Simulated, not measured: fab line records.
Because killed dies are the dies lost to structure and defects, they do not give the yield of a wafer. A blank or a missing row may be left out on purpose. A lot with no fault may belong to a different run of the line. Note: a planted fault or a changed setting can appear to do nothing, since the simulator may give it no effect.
The tool behind it: which one?    flow nand-harc    42 wafers from 14 lots sampled at 5 of the route's 1302 steps

## WHAT EACH GAUGE READ, for each wafer
NHARC_A_ONON_D2_THK_MEAS_18: measures by ellipsometry. Usual: thk-nm at 997 nm, with a standard deviation of 11.
lot   measured      on             thk-nm (nm)              flag
L665  day 13 14:16  film-metro-01  1001 1004 1002           
L667  day 13 14:16  film-metro-02  986 988 985              
L668  day 14 09:40  film-metro-02  1010 1012 1011           
L670  day 15 04:46  film-metro-01  1006 1007 1006           
L671  day 16 01:53  film-metro-02  512 512 512 510 513 511  OFF
L673  day 16 15:45  film-metro-01  523 523 522 523 523 522  OFF
L676  day 18 06:48  film-metro-01  1014 1015 1017           
L680  day 19 13:31  film-metro-02  994 996 997              
L682  day 20 03:26  film-metro-01  999 1000 1000            
L683  day 20 11:45  film-metro-02  1003 1007 1004           
L684  day 20 21:07  film-metro-01  992 991 991              
L685  day 21 14:49  film-metro-01  989 988 988              
L686  day 21 14:49  film-metro-02  974 973 973              
L687  day 22 14:46  film-metro-01  990 990 989              

## EACH LOT AND THE TOOL THAT RAN IT (in order: tool; ch and the chambers of the sampled wafers; start)
lot   NHARC_A_CHANNEL_FILL_D1_STRIP_29               NHARC_A_CHANNEL_FILL_D1_CMP_10  NHARC_A_DECK1_JOINT_ETCHBACK_00   NHARC_A_ONON_D2_DEP_16
L665  rie-diel-07 ch 0,1, day 11 15:57 or earlier    cmp-04 ch 1,2, day 11 15:57     rie-si-06 ch 0,1,2, day 12 02:54  pecvd-onon-04 ch 0, day 13 13:49
L667  rie-diel-07 ch 0,3, day 11 15:57 or earlier    cmp-01 ch 0,2, day 11 15:57     rie-si-02 ch 1,2, day 12 02:55    pecvd-onon-01 ch 0, day 13 13:52
L668  rie-diel-10 ch 0,1, day 12 12:14 or earlier    cmp-03 ch 0,1,3, day 12 12:14   rie-si-04 ch 0,2,3, day 12 23:19  pecvd-onon-01 ch 0, day 14 09:10
L670  rie-diel-07 ch 1,2, day 13 08:10 or earlier    cmp-01 ch 0,3, day 13 08:10     rie-si-02 ch 2,3, day 13 19:14    pecvd-onon-01 ch 0, day 15 04:16
L671  rie-diel-10 ch 0,2,3, day 14 05:17 or earlier  cmp-04 ch 0,3, day 14 05:17     rie-si-04 ch 1,2, day 14 16:16    pecvd-onon-01 ch 0, day 16 01:26
L673  rie-diel-07 ch 1,2,3, day 14 18:46 or earlier  cmp-01 ch 0,2,3, day 14 18:46   rie-si-06 ch 0,1,2, day 15 06:20  pecvd-onon-01 ch 0, day 16 15:14
L676  rie-diel-10 ch 0,1,3, day 16 09:01 or earlier  cmp-04 ch 1,2, day 16 09:01     rie-si-04 ch 1,2, day 16 20:09    pecvd-onon-04 ch 0, day 18 06:24
L680  rie-diel-03 ch 0,1,2, day 17 10:45 or earlier  cmp-04 ch 0,2,3, day 17 10:45   rie-si-04 ch 1,2,3, day 17 21:52  pecvd-onon-01 ch 0, day 19 13:00
L682  rie-diel-07 ch 1,2,3, day 18 04:48 or earlier  cmp-03 ch 2,3, day 18 04:48     rie-si-06 ch 1,3, day 18 15:48    pecvd-onon-04 ch 0, day 20 02:55
L683  rie-diel-03 ch 0,2,3, day 18 13:25 or earlier  cmp-03 ch 0,2,3, day 18 13:25   rie-si-02 ch 0,2,3, day 19 00:37  pecvd-onon-01 ch 0, day 20 11:14
L684  rie-diel-07 ch 1,2,3, day 19 02:58 or earlier  cmp-01 ch 0,1,2, day 19 02:58   rie-si-02 ch 1,2,3, day 19 14:11  pecvd-onon-01 ch 0, day 20 20:37
L685  rie-diel-10 ch 0,1,2, day 19 16:40 or earlier  cmp-04 ch 0,1, day 19 16:40     rie-si-04 ch 1,2, day 20 04:31    pecvd-onon-01 ch 0, day 21 14:25
L686  rie-diel-10 ch 0,2, day 19 20:30 or earlier    cmp-04 ch 0,1,3, day 19 20:30   rie-si-04 ch 0,1,3, day 20 07:38  pecvd-onon-03 ch 0, day 21 14:22
L687  rie-diel-03 ch 0,3, day 20 03:48 or earlier    cmp-01 ch 0,1,2, day 20 03:48   rie-si-04 ch 0,1,3, day 20 14:56  pecvd-onon-01 ch 0, day 22 14:22
- NHARC_A_CHANNEL_FILL_D1_STRIP_29: strips in O2, time 20 s.
- NHARC_A_CHANNEL_FILL_D1_CMP_10: polishes, target thk 150 nm.
- NHARC_A_DECK1_JOINT_ETCHBACK_00: etches the open film in HBr, target depth 30 nm, time 17.4 s.
- NHARC_A_ONON_D2_DEP_16: target thk 1000 nm.

## WHAT THE TOOLS THEMSELVES READ (means of the sampled wafers that have a number; where no wafer has one, the mark that the record gives instead)
NHARC_A_CHANNEL_FILL_D1_STRIP_29. Usual: drypump-motor-current-A 5.6 A, standard deviation 0.43; oes-product-au 0.996 a.u., standard deviation 0.014; rf-vpp-V 57.8 V, standard deviation 0.93; showerhead-plenum-p-Torr 3.53 Torr, standard deviation 0.13; throttle-valve-pct 17.037 %, standard deviation 0.0097.
lot   tool         drypump-motor-current-A (A)  oes-product-au (a.u.)  rf-vpp-V (V)  showerhead-plenum-p-Torr (Torr)  throttle-valve-pct (%)  flag
L665  rie-diel-07  5.9                          1.007                  56.9          3.70                             17.031                  
L667  rie-diel-07  6.0                          0.985                  57.6          3.41                             17.034                  
L668  rie-diel-10  5.2                          0.982                  57.2          3.38                             17.038                  
L670  rie-diel-07  6.2                          0.989                  58.1          3.62                             17.038                  
L671  rie-diel-10  5.2                          0.992                  58.1          3.47                             17.044                  
L673  rie-diel-07  6.1                          0.999                  57.5          3.53                             17.046                  
L676  rie-diel-10  5.2                          0.981                  57.8          3.45                             17.032                  
L680  rie-diel-03  5.6                          1.011                  57.2          3.56                             17.036                  
L682  rie-diel-07  6.1                          1.001                  58.1          3.53                             17.044                  
L683  rie-diel-03  5.8                          0.996                  57.7          3.58                             17.035                  
L684  rie-diel-07  6.1                          1.005                  57.3          3.53                             17.033                  
L685  rie-diel-10  5.1                          0.997                  57.4          3.40                             17.033                  
L686  rie-diel-10  4.9                          1.002                  57.9          3.37                             17.030                  
L687  rie-diel-03  5.6                          0.986                  58.6          3.55                             17.043                  

NHARC_A_CHANNEL_FILL_D1_CMP_10. Usual: edge-zone-pressure-frac 1.000, standard deviation 0.0049; motor-current-A 12.7 A, standard deviation 1.4; time-to-endpoint-s 15 s, standard deviation 3.2.
lot   tool    edge-zone-pressure-frac  motor-current-A (A)  time-to-endpoint-s (s)  flag
L665  cmp-04  1.000                    13.0                 13                      
L667  cmp-01  1.001                    11.4                 13                      
L668  cmp-03  0.994                    11.4                 14                      
L670  cmp-01  1.007                    12.4                 17                      
L671  cmp-04  1.001                    14.2                 14                      
L673  cmp-01  0.999                    11.7                 18                      
L676  cmp-04  0.998                    12.9                 11                      
L680  cmp-04  1.000                    14.0                 17                      
L682  cmp-03  1.003                    10.9                 16                      
L683  cmp-03  0.998                    12.1                 19                      
L684  cmp-01  0.998                    12.5                 11                      
L685  cmp-04  1.005                    14.2                 19                      
L686  cmp-04  0.997                    14.3                 18                      
L687  cmp-01  1.003                    12.1                 15                      

NHARC_A_DECK1_JOINT_ETCHBACK_00. Usual: drypump-motor-current-A 5.9 A, standard deviation 0.42; oes-product-au 1.001 a.u., standard deviation 0.014; throttle-valve-pct 23.267 %, standard deviation 0.0091.
lot   tool       drypump-motor-current-A (A)  oes-product-au (a.u.)  throttle-valve-pct (%)  flag
L665  rie-si-06  5.7                          0.990                  23.268                  
L667  rie-si-02  5.6                          1.009                  23.262                  
L668  rie-si-04  6.1                          1.006                  23.268                  
L670  rie-si-02  5.9                          0.999                  23.266                  
L671  rie-si-04  5.9                          1.009                  23.270                  
L673  rie-si-06  5.7                          0.997                  23.271                  
L676  rie-si-04  5.6                          1.005                  23.256                  
L680  rie-si-04  6.1                          0.995                  23.268                  
L682  rie-si-06  5.5                          1.008                  23.270                  
L683  rie-si-02  5.9                          1.007                  23.273                  
L684  rie-si-02  5.9                          1.014                  23.269                  
L685  rie-si-04  6.0                          1.008                  23.265                  
L686  rie-si-04  6.4                          0.997                  23.264                  
L687  rie-si-04  6.4                          0.995                  23.258                  

## THE ANSWER, worked out from the rows above alone
Rule: lot off if the mean of its wafers having a number is beyond 3 standard deviations from the usual mean. Also off: a lot with no number at a reading for which 4 or more lots have one. All remaining lots with rows at the step are treated as sound. After the gauges, taken in route order, come the tools' own readings; for these a lot's mean is taken, as printed above. At the first step where some lot is off, the reading lying furthest off is the one used; lots without a number count as furthest.
Off: L671, L673 (NHARC_A_ONON_D2_THK_MEAS_18, thk-nm).
If a tool, at a process step before that reading, ran all the lots that are off and no sound lot after the first of them, it fits. Gauges at NHARC_A_ONON_D2_THK_MEAS_18: tried the same way as those tools. With no start given for some of its lots, NHARC_A_CHANNEL_FILL_D1_STRIP_29 uses the hours and lot order of NHARC_A_CHANNEL_FILL_D1_CMP_10. Not one of the candidates tried fits.

## WHAT THE SIMULATOR HAD PUT IN
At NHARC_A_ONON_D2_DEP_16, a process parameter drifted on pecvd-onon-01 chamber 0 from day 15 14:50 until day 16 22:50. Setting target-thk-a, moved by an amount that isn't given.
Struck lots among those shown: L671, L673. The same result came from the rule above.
